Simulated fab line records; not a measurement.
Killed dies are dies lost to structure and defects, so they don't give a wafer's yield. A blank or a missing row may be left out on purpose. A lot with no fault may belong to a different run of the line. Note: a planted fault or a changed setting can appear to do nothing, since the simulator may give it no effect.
Matching of chambers + flow n5-finfet + N5_BEOL_M4_STRIP_19 on rie-diel-01 has 4 sister chambers
The step strips in O2. 18 wafers are shown with their chamber, then 9 later ones without.

== EACH WAFER AND ITS CHAMBER ==
| wafer  | chamber | drypump-motor-current-A (A) | throttle-valve-pct (%) | showerhead-plenum-p-Torr (Torr) |
|--------|---------|-----------------------------|------------------------|---------------------------------|
| L080.2 | 0       | 5.5                         | 16.49                  | 2.05                            |
| L080.5 | 3       | 5.0                         | 16.46                  | 2.14                            |
| L080.6 | 0       | 5.4                         | 16.50                  | 2.05                            |
| L081.1 | 0       | 5.5                         | 16.50                  | 2.05                            |
| L081.3 | 2       | 6.0                         | 16.86                  | 1.97                            |
| L081.6 | 2       | 5.9                         | 16.83                  | 1.97                            |
| L083.1 | 1       | 5.2                         | 16.45                  | 2.14                            |
| L083.4 | 3       | 5.0                         | 16.49                  | 2.13                            |
| L083.5 | 1       | 5.2                         | 16.47                  | 2.14                            |
| L084.1 | 3       | 4.9                         | 16.48                  | 2.13                            |
| L084.5 | 0       | 5.5                         | 16.53                  | 2.05                            |
| L084.6 | 3       | 4.9                         | 16.48                  | 2.13                            |
| L086.1 | 2       | 6.0                         | 16.49                  | 2.22                            |
| L086.2 | 0       | 5.5                         | 16.54                  | 2.04                            |
| L086.4 | 1       | 5.3                         | 16.47                  | 2.14                            |
| L087.1 | 1       | 5.2                         | 16.48                  | 2.14                            |
| L087.5 | 1       | 5.2                         | 16.49                  | 2.14                            |
| L087.6 | 0       | 5.5                         | 16.56                  | 2.04                            |

SIGNATURES (averages over the wafers above)
| reading                  | chamber 0 | chamber 1 | chamber 2 | chamber 3 | scatter within a chamber |
|--------------------------|-----------|-----------|-----------|-----------|--------------------------|
| drypump-motor-current-A  | 5.483     | 5.220     | 5.967     | 4.950     | 0.0486                   |
| throttle-valve-pct       | 16.5200   | 16.4720   | 16.7267   | 16.4775   | 0.08                     |
| showerhead-plenum-p-Torr | 2.0467    | 2.1400    | 2.0533    | 2.1325    | 0.0547                   |
Rule: for a wafer and a chamber, the distance is found by dividing, reading by reading, the gap between the wafer's reading and the chamber's mean by the reading's scatter, squaring, summing and taking the root. If the next closest chamber is less than 2 further off than the closest, the wafer can't be placed; otherwise it belongs to the closest. The scatter: the root of (the sum of the squares of (reading less its chamber's mean) over the shown wafers, divided by (wafers less chambers)).

== WAFERS WITH NO CHAMBER GIVEN ==
| wafer  | drypump-motor-current-A (A) | throttle-valve-pct (%) | showerhead-plenum-p-Torr (Torr) |
|--------|-----------------------------|------------------------|---------------------------------|
| L090.4 | 5.2                         | 16.50                  | 2.14                            |
| L090.5 | 5.2                         | 16.48                  | 2.14                            |
| L090.6 | 5.5                         | 16.56                  | 2.04                            |
| L094.1 | 5.5                         | 16.55                  | 2.04                            |
| L094.2 | 4.9                         | 16.52                  | 2.13                            |
| L094.3 | 5.9                         | 16.52                  | 2.22                            |
| L097.1 | 5.9                         | 16.54                  | 2.22                            |
| L097.3 | 5.5                         | 16.57                  | 2.04                            |
| L097.5 | 5.2                         | 16.51                  | 2.13                            |

== WHICH CHAMBER EACH WENT THROUGH ==
| wafer  | from the rows above | in truth |
|--------|---------------------|----------|
| L090.4 | 1                   | 1        |
| L090.5 | 1                   | 1        |
| L090.6 | 0                   | 0        |
| L094.1 | 0                   | 0        |
| L094.2 | 3                   | 3        |
| L094.3 | 2                   | 2        |
| L097.1 | 2                   | 2        |
| L097.3 | 0                   | 0        |
| L097.5 | 1                   | 1        |
9 of 9 placed correctly. Not placeable from these rows: 0. Placed wrongly: 0.
